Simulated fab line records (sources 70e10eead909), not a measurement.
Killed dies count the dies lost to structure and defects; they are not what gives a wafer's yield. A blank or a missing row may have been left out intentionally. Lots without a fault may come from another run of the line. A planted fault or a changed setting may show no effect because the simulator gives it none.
Matching of chambers | flow nand_harc | rie_diel-03 running NHARC_A_STAIRCASE_STRIP_476: 4 sister chambers
The step strips in O2, time 20 s. 4 wafers are shown with their chamber, then 9 later ones without.

## WAFERS PAIRED WITH THEIR CHAMBERS
wafer  | chamber | drypump_motor_current_A (A)
L085.5 | 0       | 5.6
L093.1 | 1       | 4.9
L093.3 | 2       | 5.6
L093.6 | 3       | 6.8

## WAFERS MISSING THEIR CHAMBER
wafer  | drypump_motor_current_A (A)
L090.1 | 5.6
L090.4 | 5.6
L090.5 | 4.9
L094.2 | 6.8
L094.3 | 5.6
L094.4 | 5.6
L096.1 | 5.7
L096.5 | 6.7
L096.6 | 5.7

## THE CHAMBER EACH PASSED THROUGH
wafer  | from the rows above     | in truth
L090.1 | can't be placed: 0 or 2 | 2
L090.4 | can't be placed: 0 or 2 | 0
L090.5 | 1                       | 1
L094.2 | 3                       | 3
L094.3 | can't be placed: 0 or 2 | 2
L094.4 | can't be placed: 0 or 2 | 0
L096.1 | can't be placed: 0 or 2 | 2
L096.5 | 3                       | 3
L096.6 | can't be placed: 0 or 2 | 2
Placed correctly: 3 of 9. These rows do not allow placing 6 (true chamber among the candidates in 6). Number placed wrongly: 0.
How it was worked out, from the rows above alone: a wafer's distance from a chamber is the root of the sum, over the readings, of the square of ((its reading less the chamber's mean) divided by the reading's scatter). The wafer belongs to the nearest chamber; if the next one is less than 2 further off, it can't be placed. The mean given for a chamber averages the wafers shown for that chamber. The scatter: root of mean squared gap, hidden wafer to nearest shown wafer, with one shown wafer a chamber.
